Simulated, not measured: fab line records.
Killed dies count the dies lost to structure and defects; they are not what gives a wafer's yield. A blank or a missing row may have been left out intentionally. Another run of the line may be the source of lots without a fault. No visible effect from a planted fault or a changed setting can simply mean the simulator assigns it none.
Which tool was responsible? | flow n5Finfet | 27 wafers from 9 lots sampled at 5 of the route's 1938 steps

## WHAT EACH GAUGE READ, for each wafer
N5_BEOL_M4_RC_MEAS_101. Usual: DIBL_N 36.8 mV/V, standard deviation 2.2; DIBL_P 37.0 mV/V, standard deviation 2.8; IOFF_N 0.18 nA/um, standard deviation 0.043; IOFF_P 0.23 nA/um, standard deviation 0.05; ION_N 680 uA/um, standard deviation 14; ION_P 466 uA/um, standard deviation 9.1; SS_N 71.7 mV/dec, standard deviation 0.74; SS_P 73.5 mV/dec, standard deviation 0.79; VT_N 248 mV, standard deviation 4; VT_P -249 mV, standard deviation 4.1.
lot  | measured     | on        | DIBL_N (mV/V)  | DIBL_P (mV/V)  | IOFF_N (nA/um) | IOFF_P (nA/um) | ION_N (uA/um) | ION_P (uA/um) | SS_N (mV/dec)  | SS_P (mV/dec)  | VT_N (mV)   | VT_P (mV)      | flag
L459 | day 8 09:23  | prober-01 | 34.7 33.8 37.8 | 35.3 35.0 38.8 | 0.13 0.13 0.20 | 0.19 0.19 0.25 | 665 687 689   | 459 467 467   | 71.2 71.0 71.7 | 73.2 73.7 74.1 | 251 249 246 | -253 -251 -249 | 
L460 | day 8 09:34  | prober-02 | 37.8 34.9 38.9 | 36.7 33.9 38.6 | 0.16 0.13 0.19 | 0.19 0.17 0.23 | 666 677 688   | 450 462 463   | 71.9 69.7 71.8 | 73.9 73.0 73.7 | 249 252 248 | -254 -255 -251 | 
L461 | day 8 01:04  | prober-01 | 39.6 35.4 37.8 | 41.3 36.2 39.6 | 0.29 0.17 0.23 | 0.36 0.22 0.32 | 715 691 696   | 484 470 480   | 72.7 71.5 72.1 | 74.8 73.3 74.0 | 238 247 243 | -241 -246 -242 | 
L462 | day 9 05:10  | prober-01 | 35.7 36.3 37.7 | 36.9 38.2 40.2 | 0.18 0.17 0.23 | 0.19 0.19 0.24 | 677 667 700   | 453 456 467   | 71.6 71.6 72.0 | 73.4 73.1 73.6 | 243 253 244 | -254 -253 -250 | 
L464 | day 9 11:35  | prober-01 | 36.2 39.3 36.2 | 37.8 41.7 38.4 | 0.16 0.21 0.15 | 0.20 0.29 0.20 | 681 692 676   | 464 469 463   | 72.4 73.0 71.3 | 72.9 74.6 72.4 | 250 247 249 | -251 -248 -251 | 
L465 | day 9 13:09  | prober-02 | 38.0 39.4 34.8 | 36.7 38.2 32.6 | 0.21 0.22 0.13 | 0.23 0.24 0.16 | 690 699 684   | 468 469 462   | 71.7 72.1 71.1 | 73.6 74.7 72.6 | 246 249 253 | -250 -248 -253 | 
L473 | day 11 14:02 | prober-02 | 39.4 34.7 35.5 | 41.1 32.9 35.6 | 0.25 0.14 0.15 | 0.29 0.15 0.20 | 703 672 670   | 478 454 461   | 72.8 71.4 71.3 | 74.9 72.9 72.9 | 243 250 250 | -244 -255 -252 | 
L474 | day 11 13:43 | prober-01 | 34.1 35.7 35.5 | 33.3 34.9 34.5 | 0.12 0.14 0.14 | 0.20 0.23 0.22 | 659 666 657   | 459 467 460   | 71.4 71.9 71.1 | 73.2 73.1 72.6 | 254 251 252 | -249 -247 -249 | 
L478 | day 12 20:40 | prober-01 | 33.8 36.8 38.4 | 32.3 36.9 38.7 | 0.13 0.18 0.23 | 0.18 0.25 0.27 | 664 682 700   | 461 468 479   | 71.4 71.5 71.8 | 72.0 72.8 73.7 | 253 247 242 | -252 -249 -248 | 

## WHICH TOOL RAN EACH LOT (tool, then ch and the chambers of the sampled wafers, then the start)
lot  | N5_HKMG_FIN_ETCH_67              | N5_HKMG_FIN_STRIP_90             | N5_HKMG_FIN_W_FILL_22       | N5_GATE_CUT_ETCH_58
L459 | rieDiel-05 ch 0,1,3, day 4 08:38 | rieDiel-05 ch 0,1,3, day 4 08:41 | cvdW-02 ch 0,1, day 4 09:47 | rieDiel-03 ch 1,2,3, day 4 10:56
L460 | rieDiel-04 ch 1,3, day 4 11:23   | rieDiel-04 ch 1,3, day 4 11:26   | cvdW-01 ch 1, day 4 12:33   | rieDiel-02 ch 0,1, day 4 13:45
L461 | rieDiel-04 ch 0,1,3, day 4 16:20 | rieDiel-04 ch 0,1,3, day 4 16:23 | cvdW-02 ch 0,1, day 4 17:30 | rieDiel-02 ch 1,2, day 4 18:43
L462 | rieDiel-05 ch 0,1,2, day 4 23:44 | rieDiel-05 ch 0,1,2, day 4 23:47 | cvdW-01 ch 0,1, day 5 00:53 | rieDiel-02 ch 0,1,2, day 5 02:04
L464 | rieDiel-04 ch 0,1, day 5 14:29   | rieDiel-04 ch 0,1, day 5 14:33   | cvdW-01 ch 0,1, day 5 15:41 | rieDiel-01 ch 1,3, day 5 16:54
L465 | rieDiel-05 ch 1,2,3, day 5 21:32 | rieDiel-05 ch 1,2,3, day 5 21:36 | cvdW-02 ch 0,1, day 5 22:43 | rieDiel-01 ch 0,3, day 5 23:56
L473 | rieDiel-06 ch 0,2,3, day 7 16:52 | rieDiel-06 ch 0,2,3, day 7 16:56 | cvdW-01 ch 0,1, day 7 18:10 | rieDiel-02 ch 0,2, day 7 19:23
L474 | rieDiel-06 ch 0,2,3, day 8 00:02 | rieDiel-06 ch 0,2,3, day 8 00:06 | cvdW-01 ch 0,1, day 8 01:13 | rieDiel-02 ch 1,2, day 8 02:21
L478 | rieDiel-04 ch 1,2, day 9 02:25   | rieDiel-04 ch 1,2, day 9 02:28   | cvdW-01 ch 0,1, day 9 03:37 | rieDiel-03 ch 2,3, day 9 04:46
- N5_HKMG_FIN_ETCH_67: etches SOC in N2/H2, stops on TiN, target depth 388.9 nm.
- N5_HKMG_FIN_STRIP_90: strips SOC in N2/H2, time 20 s.
- N5_HKMG_FIN_W_FILL_22: material W, target thk 60 nm, time 18.2 s.
- N5_GATE_CUT_ETCH_58: etches SiNx in CH3F/O2, target depth 17 nm, time 128.6 s.

## WHAT THE TOOLS THEMSELVES READ (means of the sampled wafers that have a number; where no wafer has one, the mark that the record gives instead)
N5_HKMG_FIN_ETCH_67. Usual: biasW is 60.99 W with standard deviation 0.2, drypumpMotorCurrentA is 5.7 A with standard deviation 0.57, h2FlowSccm is 200.0 sccm with standard deviation 0.63, oesProductAu is 0.76 a.u. with standard deviation 0.087, rfVppV is 240.9 V with standard deviation 1.4, showerheadPlenumPTorr is 2.56 Torr with standard deviation 0.09, and throttleValvePct is 17.93 % with standard deviation 0.29.
lot  | tool       | biasW (W) | drypumpMotorCurrentA (A) | h2FlowSccm (sccm) | oesProductAu (a.u.) | rfVppV (V) | showerheadPlenumPTorr (Torr) | throttleValvePct (%) | flag
L459 | rieDiel-05 | 60.97     | 5.5                      | 200.3             | 0.70                | 239.1      | 2.49                         | 18.09                | 
L460 | rieDiel-04 | 60.96     | 6.0                      | 199.6             | 0.74                | 241.0      | 2.57                         | 18.23                | 
L461 | rieDiel-04 | 61.05     | 6.2                      | 200.0             | 0.76                | 240.8      | 2.58                         | 18.06                | 
L462 | rieDiel-05 | 61.01     | 5.1                      | 200.3             | 0.76                | 239.9      | 2.47                         | 17.88                | 
L464 | rieDiel-04 | 60.95     | 6.2                      | 199.8             | 0.72                | 242.8      | 2.62                         | 18.14                | 
L465 | rieDiel-05 | 61.04     | 5.6                      | 200.4             | 0.75                | 240.5      | 2.54                         | 17.91                | 
L473 | rieDiel-06 | 60.81     | 5.7                      | 199.9             | 0.76                | 241.3      | 2.59                         | 17.89                | 
L474 | rieDiel-06 | 60.97     | 5.8                      | 200.3             | 0.75                | 241.9      | 2.59                         | 17.89                | 
L478 | rieDiel-04 | 60.97     | 5.8                      | 200.4             | 0.77                | 241.9      | 2.56                         | 18.12                | 

N5_HKMG_FIN_STRIP_90. Usual: drypumpMotorCurrentA 5.7 A, standard deviation 0.57; h2FlowSccm 299.9 sccm, standard deviation 0.9; oesProductAu 0.77 a.u., standard deviation 0.088; rfVppV 54.4 V, standard deviation 0.94; showerheadPlenumPTorr 3.38 Torr, standard deviation 0.11; throttleValvePct 19.2 %, standard deviation 0.36.
lot  | tool       | drypumpMotorCurrentA (A) | h2FlowSccm (sccm) | oesProductAu (a.u.) | rfVppV (V) | showerheadPlenumPTorr (Torr) | throttleValvePct (%) | flag
L459 | rieDiel-05 | 5.5                      | 299.2             | 0.71                | 53.9       | 3.29                         | 19.3                 | 
L460 | rieDiel-04 | 6.0                      | 299.7             | 0.76                | 55.1       | 3.38                         | 19.5                 | 
L461 | rieDiel-04 | 6.3                      | 300.3             | 0.76                | 55.1       | 3.40                         | 19.4                 | 
L462 | rieDiel-05 | 5.1                      | 298.8             | 0.78                | 54.4       | 3.27                         | 19.1                 | 
L464 | rieDiel-04 | 6.2                      | 299.8             | 0.74                | 53.5       | 3.46                         | 19.3                 | 
L465 | rieDiel-05 | 5.7                      | 300.0             | 0.76                | 53.7       | 3.36                         | 19.1                 | 
L473 | rieDiel-06 | 5.7                      | 299.3             | 0.75                | 53.5       | 3.42                         | 19.1                 | 
L474 | rieDiel-06 | 5.7                      | 300.1             | 0.75                | 54.0       | 3.42                         | 19.2                 | 
L478 | rieDiel-04 | 5.8                      | 299.8             | 0.79                | 54.6       | 3.38                         | 19.3                 | 

N5_HKMG_FIN_W_FILL_22. Usual: heaterPowerW 916 W, standard deviation 93; throttleValvePct 19.2 %, standard deviation 0.62.
lot  | tool    | heaterPowerW (W) | throttleValvePct (%) | flag
L459 | cvdW-02 | 994              | 18.7                 | 
L460 | cvdW-01 | 934              | 19.2                 | 
L461 | cvdW-02 | 1021             | 18.5                 | 
L462 | cvdW-01 | 846              | 19.3                 | 
L464 | cvdW-01 | 892              | 19.4                 | 
L465 | cvdW-02 | 1008             | 18.0                 | 
L473 | cvdW-01 | 841              | 19.6                 | 
L474 | cvdW-01 | 854              | 19.6                 | 
L478 | cvdW-01 | 909              | 19.5                 | 

N5_GATE_CUT_ETCH_58. Usual: biasW 20.99 W, standard deviation 0.062; drypumpMotorCurrentA 5.9 A, standard deviation 0.31; oesProductAu 0.74 a.u., standard deviation 0.061; rfVppV 99.3 V, standard deviation 1; showerheadPlenumPTorr 2.01 Torr, standard deviation 0.062; throttleValvePct 16.47 %, standard deviation 0.19.
lot  | tool       | biasW (W) | drypumpMotorCurrentA (A) | oesProductAu (a.u.) | rfVppV (V) | showerheadPlenumPTorr (Torr) | throttleValvePct (%) | flag
L459 | rieDiel-03 | 20.98     | 6.2                      | 0.82                | 99.6       | 2.04                         | 16.28                | 
L460 | rieDiel-02 | 21.01     | 5.8                      | 0.72                | 99.0       | 2.00                         | 16.47                | 
L461 | rieDiel-02 | 20.98     | 5.8                      | 0.73                | 97.9       | 1.98                         | 16.54                | 
L462 | rieDiel-02 | 21.00     | 5.9                      | 0.73                | 99.6       | 2.02                         | 16.49                | 
L464 | rieDiel-01 | 20.99     | 6.1                      | 0.68                | 98.7       | 1.97                         | 16.31                | 
L465 | rieDiel-01 | 20.99     | 5.5                      | 0.73                | 100.0      | 2.05                         | 16.30                | 
L473 | rieDiel-02 | 23.83     | 6.0                      | 0.76                | 108.0      | 2.06                         | 16.45                | OFF
L474 | rieDiel-02 | 23.88     | 5.9                      | 0.77                | 108.2      | 2.03                         | 16.51                | OFF
L478 | rieDiel-03 | 20.97     | 6.5                      | 0.77                | 99.3       | 2.04                         | 16.26                | 

## THE ANSWER, worked out from the rows above alone
Rule: lot off if the mean of its wafers having a number is beyond 3 standard deviations from the usual mean. A lot without any number at a reading at which 4 lots or more have one is off too. Any other lot the step has rows for is counted as sound. First the gauges in route order, then the tools' own readings, where a lot's mean is used as printed above. At the first step where some lot is off, the reading lying furthest off is the one used; lots without a number count as furthest.
Off: L473, L474, at N5_GATE_CUT_ETCH_58 (biasW).
A tool fits if, at that step or a process step before it, it ran every lot that is off, and no sound lot after the first of them. Can't be told from this: 2 tools fit, rieDiel-06 at N5_HKMG_FIN_ETCH_67 and N5_HKMG_FIN_STRIP_90, rieDiel-02 at N5_GATE_CUT_ETCH_58.

## WHAT THE SIMULATOR HAD INSERTED
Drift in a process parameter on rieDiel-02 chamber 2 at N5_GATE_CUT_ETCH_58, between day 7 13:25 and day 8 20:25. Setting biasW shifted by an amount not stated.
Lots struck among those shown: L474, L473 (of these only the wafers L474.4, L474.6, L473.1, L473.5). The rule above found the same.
